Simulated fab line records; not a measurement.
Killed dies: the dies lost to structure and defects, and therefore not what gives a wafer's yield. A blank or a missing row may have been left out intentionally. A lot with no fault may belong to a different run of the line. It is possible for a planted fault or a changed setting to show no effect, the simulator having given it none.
Split-lot trial + flow n5Finfet + on a route of 1938 steps: 7 lots, 21 wafers read

## ABOUT THE SPLIT
At N5_BEOL_M6_HM_DEP_02 (deposits TiN, target thk 20 nm), the setting targetThkA was moved away from the recipe's 200 angstrom on 9 of the 21 wafers read, by -12.1% to +12.7%. For the rest of the wafers, this setting stayed at what the recipe calls for.

## FROM THE SPLIT TO THE READING: what the file shows between them, 16 steps
- N5_BEOL_M6_EXPOSE_08: exposes mask M6 (also split here: doseMj)
- N5_BEOL_M6_PEB_09: peb time 60 s
- N5_BEOL_M6_DEVELOP_10: develop time 30 s
- N5_BEOL_M6_CD_MEAS_11: target cd 38.5 nm
- N5_BEOL_M6_DESCUM_16: chemistry O2, time 7.9 s
- N5_BEOL_M6_ETCH_61: etches SiARC in CF4, target depth 45.5 nm, time 75.8 s
- N5_BEOL_M6_ETCH_62: etches SOC in N2/H2, target depth 110 nm, overetch 22 nm, time 165 s
- N5_BEOL_M6_STRIP_68: strips in N2/H2
- N5_BEOL_M6_STRIP_67: strips in CF4
- N5_BEOL_M6_HM_OPEN_17: chemistry Cl2/BCl3, target TiN, target depth 20 nm, overetch 6 nm
- N5_BEOL_M6_STRIP_19: strips in O2
- N5_BEOL_M6_CD_MEAS_18: pitch 80 nm, target cd 40 nm
- N5_BEOL_M6_COAT_63: time 60 s, resist thk 60 nm
- N5_BEOL_M6_COAT_64: time 60 s, resist thk 12 nm
- N5_BEOL_M6_STRIP_76: strips in C4F6/O2
- N5_BEOL_M6_STRIP_36: strips in N2/H2

## THE READING
TiN_of_BEOL_M6_HM_DEP_02.thkNm (the simulator's own value, which no gauge read), in nm, at N5_BEOL_M6_TRENCH_ETCH_37 (etches SiCOH lowk in C4F6/O2, target depth 94.435 nm, time 31.5 s). There is no usual value for it anywhere in the file. Here, 12 wafers ran the recipe; their average is 17.3 nm with a standard deviation of 0.099 nm.

| wafer  | tool, chamber at the split | targetThkA as run, angstrom | against the recipe | TiN_of_BEOL_M6_HM_DEP_02.thkNm, nm | against lot-mates on the recipe |
|--------|----------------------------|-----------------------------|--------------------|------------------------------------|---------------------------------|
| L075.1 | pvdSputter-02, -           | 225.4                       | +12.7%             | 19.6                               | +2.2                            |
| L075.2 | pvdSputter-02, -           | 225.4                       | +12.7%             | 19.8                               | +2.4                            |
| L075.4 | pvdSputter-02, -           | 200                         | recipe             | 17.4                               | -                               |
| L086.2 | pvdSputter-03, -           | 200                         | recipe             | 17.2                               | -                               |
| L086.3 | pvdSputter-03, -           | 200                         | recipe             | 17.2                               | -                               |
| L086.4 | pvdSputter-03, -           | 200                         | recipe             | 17.2                               | -                               |
| L087.2 | pvdSputter-01, -           | 200                         | recipe             | 17.4                               | -                               |
| L087.4 | pvdSputter-01, -           | 200                         | recipe             | 17.4                               | -                               |
| L087.5 | pvdSputter-01, -           | 210.5                       | +5.2%              | 18.6                               | +1.2                            |
| L092.2 | pvdSputter-03, -           | 209.7                       | +4.8%              | 18.4                               | no lot-mate on the recipe       |
| L092.3 | pvdSputter-03, -           | 209.7                       | +4.8%              | 18.2                               | no lot-mate on the recipe       |
| L092.5 | pvdSputter-03, -           | 209.7                       | +4.8%              | 18.2                               | no lot-mate on the recipe       |
| L090.1 | pvdSputter-02, -           | 200                         | recipe             | 17.2                               | -                               |
| L090.3 | pvdSputter-02, -           | 200                         | recipe             | 17.2                               | -                               |
| L090.4 | pvdSputter-02, -           | 175.8                       | -12.1%             | 15                                 | -2.2                            |
| L091.1 | pvdSputter-01, -           | 176.6                       | -11.7%             | 15.2                               | -2.2                            |
| L091.3 | pvdSputter-01, -           | 200                         | recipe             | 17.4                               | -                               |
| L091.5 | pvdSputter-01, -           | 200                         | recipe             | 17.4                               | -                               |
| L093.1 | pvdSputter-02, -           | 200                         | recipe             | 17.2                               | -                               |
| L093.5 | pvdSputter-02, -           | 200                         | recipe             | 17.2                               | -                               |
| L093.4 | pvdSputter-02, -           | 208                         | +4.0%              | 17.8                               | +0.6                            |

FIT RESULTS
A straight line over all 21 wafers: TiN_of_BEOL_M6_HM_DEP_02.thkNm changes by +0.189 nm for each +1% of targetThkA; r = +0.99; the points scatter about the line by 0.14 nm.
The same after taking each lot's own level away (the mean of its wafers on the recipe; 18 wafers): +0.184 nm for each +1%; r = +1.00; scatter 0.079 nm.
The reading moves by 2.3 nm for the largest change in targetThkA, on that fit.
Across the lots, their own levels run from 17.20 to 17.40 nm, a range of 2.0 times the standard deviation given above.
The two slopes are in agreement: the lot-to-lot level therefore moves the slope only a little.
Check: with one of the wafers moved furthest among these (+12.7%) left out of the fit, the line predicts +2.39 nm for it against its lot-mates. Against them it came out at +2.2 nm.

## ADDITIONAL SPLITS CARRIED BY THESE WAFERS
These wafers also went through other splits before the reading. Each is held against what the fit with the lots' levels taken away leaves over:
| other split on the same wafers | wafers away from the commonest value | r with TiN_of_BEOL_M6_HM_DEP_02.thkNm (lot level and that fit taken away) |
|--------------------------------|--------------------------------------|---------------------------------------------------------------------------|
| N5_BEOL_M3_ALD_98 aldCycles    | 4                                    | +0.04                                                                     |
| N5_BEOL_M4_EXPOSE_25 doseMj    | 9                                    | -0.12                                                                     |
| N5_BEOL_M5_COAT_71 spinRpm     | 6                                    | -0.58                                                                     |
| N5_BEOL_M5_COAT_05 spinRpm     | 4                                    | +0.10                                                                     |
| N5_BEOL_M6_EXPOSE_08 doseMj    | 7                                    | +0.36                                                                     |

## THE WHOLE CHAIN: every reading that the file lists as answering this split, in the file's order
| step                      | what it does                                                      | reading                                                                         | change (the file's fit)               | r (the file's) |
|---------------------------|-------------------------------------------------------------------|---------------------------------------------------------------------------------|---------------------------------------|----------------|
| N5_BEOL_M6_HM_DEP_02      | deposits TiN, target thk 20 nm                                    | TiN_of_BEOL_M6_HM_DEP_02.thkNm (the simulator's own value, which no gauge read) | +0.194 nm for each +1% of the setting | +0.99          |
| N5_BEOL_M6_HM_OPEN_17     | chemistry Cl2/BCl3, target TiN, target depth 20 nm, overetch 6 nm | etch.depthNm (the simulator's own value, which no gauge read)                   | +0.19 nm for each +1% of the setting  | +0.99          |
| N5_BEOL_M6_TRENCH_ETCH_37 | etches SiCOH lowk in C4F6/O2, target depth 94.435 nm, time 31.5 s | TiN_of_BEOL_M6_HM_DEP_02.thkNm (the simulator's own value, which no gauge read) | +0.185 nm for each +1% of the setting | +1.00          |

## THE FILE'S OWN FIT
TiN_of_BEOL_M6_HM_DEP_02.thkNm changes by +0.185 nm for each +1% of targetThkA, r = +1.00.
